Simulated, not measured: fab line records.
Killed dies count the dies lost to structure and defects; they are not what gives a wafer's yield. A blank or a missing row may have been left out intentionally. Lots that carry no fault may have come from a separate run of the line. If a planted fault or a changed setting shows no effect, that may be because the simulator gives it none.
Chamber matching / flow n5_finfet / N5_BEOL_M5_ALD_86 on ald_metal-03 has 4 sister chambers
The step deposits TaN, pulse time 2 s, purge time 3 s, co reactant purge time 2 s. 4 wafers are shown with their chamber, then 12 later ones without.

EACH WAFER AND ITS CHAMBER
wafer=L084.5; chamber=1; heater_power_w (W)=409
wafer=L090.1; chamber=3; heater_power_w (W)=402
wafer=L090.4; chamber=0; heater_power_w (W)=438
wafer=L090.5; chamber=2; heater_power_w (W)=472

WAFERS WITH NO CHAMBER GIVEN
wafer=L088.1; heater_power_w (W)=440
wafer=L088.2; heater_power_w (W)=395
wafer=L088.3; heater_power_w (W)=470
wafer=L091.1; heater_power_w (W)=442
wafer=L091.4; heater_power_w (W)=477
wafer=L091.5; heater_power_w (W)=403
wafer=L096.1; heater_power_w (W)=474
wafer=L096.3; heater_power_w (W)=409
wafer=L096.5; heater_power_w (W)=461
wafer=L097.2; heater_power_w (W)=409
wafer=L097.4; heater_power_w (W)=404
wafer=L097.6; heater_power_w (W)=405

WHICH CHAMBER EACH WENT THROUGH
wafer=L088.1; from the rows above=0; in truth=0
wafer=L088.2; from the rows above=can't be placed: 3 or 1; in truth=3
wafer=L088.3; from the rows above=2; in truth=2
wafer=L091.1; from the rows above=0; in truth=0
wafer=L091.4; from the rows above=2; in truth=2
wafer=L091.5; from the rows above=can't be placed: 3 or 1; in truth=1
wafer=L096.1; from the rows above=2; in truth=2
wafer=L096.3; from the rows above=can't be placed: 1 or 3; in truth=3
wafer=L096.5; from the rows above=2; in truth=2
wafer=L097.2; from the rows above=can't be placed: 1 or 3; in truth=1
wafer=L097.4; from the rows above=can't be placed: 3 or 1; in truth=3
wafer=L097.6; from the rows above=can't be placed: 3 or 1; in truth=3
Placed correctly: 6 of 12. Can't be placed from these rows: 6 (the true chamber is among the candidates in 6). Number placed wrongly: 0.
How it was worked out, from the rows above alone: a wafer's distance from a chamber is the root of the sum, over the readings, of the square of ((its reading less the chamber's mean) divided by the reading's scatter). If the next closest chamber is less than 2 further off than the closest, the wafer can't be placed; otherwise it belongs to the closest. Each chamber's mean is taken over the wafers shown for it. The scatter (one wafer shown for each chamber): square how far every hidden wafer sits from the nearest shown wafer, average those squares and take the square root.
